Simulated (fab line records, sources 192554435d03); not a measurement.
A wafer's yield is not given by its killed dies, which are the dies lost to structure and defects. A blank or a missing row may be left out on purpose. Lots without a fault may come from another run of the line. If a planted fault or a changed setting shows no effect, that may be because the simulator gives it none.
What tool caused it?    flow n5_finfet    12 lots with 36 wafers sampled at 2 steps, on a route of 1938 steps

WHAT EACH GAUGE READ, for each wafer
N5_BEOL_M4_CD_MEAS_11 targets a cd of 16.79 nm.
lot   measured      on         cd_nm (nm)
L076  day 7 23:19   cd_sem-03  16.91 17.21 17.02
L077  day 8 04:44   cd_sem-01  16.64 16.90 17.07
L079  day 8 16:19   cd_sem-03  16.88 16.98 16.83
L081  day 9 07:58   cd_sem-01  16.83 16.90 17.01
L083  day 9 21:53   cd_sem-02  16.96 17.21 16.79
L085  day 10 11:44  cd_sem-03  16.59 16.80 16.81
L087  day 10 16:41  cd_sem-03  16.68 16.83 16.90
L089  day 11 01:32  cd_sem-03  16.75 16.23 16.86
L090  day 12 02:38  cd_sem-01  16.45 16.85 17.06
L093  day 12 09:35  cd_sem-01  16.73 16.76 16.99
L095  day 12 22:49  cd_sem-03  16.38 16.68 16.79
L097  day 13 08:53  cd_sem-03  16.73 16.86 16.78

WHICH TOOL RAN EACH LOT (tool, then ch and the chambers of the sampled wafers, then the start)
lot   N5_BEOL_M3_ETCH_41
L076  rie_diel-05 ch 0,1,3, day 7 23:19 or earlier
L077  rie_diel-02 ch 0,3, day 8 04:44 or earlier
L079  rie_diel-05 ch 0,2,3, day 8 16:19 or earlier
L081  rie_diel-02 ch 0,1, day 9 07:58 or earlier
L083  rie_diel-03 ch 0,2,3, day 9 21:53 or earlier
L085  rie_diel-02 ch 2,3, day 10 11:44 or earlier
L087  rie_diel-02 ch 0,2,3, day 10 16:41 or earlier
L089  rie_diel-02 ch 1,2, day 11 01:32 or earlier
L090  rie_diel-05 ch 2,3, day 12 02:38 or earlier
L093  rie_diel-03 ch 1,2,3, day 12 09:35 or earlier
L095  rie_diel-02 ch 1,2, day 12 22:49 or earlier
L097  rie_diel-03 ch 0,2, day 13 08:53 or earlier
- N5_BEOL_M3_ETCH_41: etches SiCN in CH3F/O2, target depth 29.9 nm, time 52.5 s.

THE ANSWER, worked out from the rows above alone
Rule: the lots themselves supply what counts as usual. Put in order of their means at a reading, lots are off if they are a third of the lots or fewer, leave a main group of 4 or more, and stand apart from it by a gap of 3 or more times the standard deviation of the main group's means; of several such gaps the widest counts. A main group is skipped when, at the precision printed for the reading in the tables above, its means are all equal. A lot without any number at a reading at which 4 lots or more have one is off too. All remaining lots with rows at the step are treated as sound.
No lot is off on any of the readings shown, so nothing can be concluded from this.

WHAT HAD BEEN PUT IN BY THE SIMULATOR
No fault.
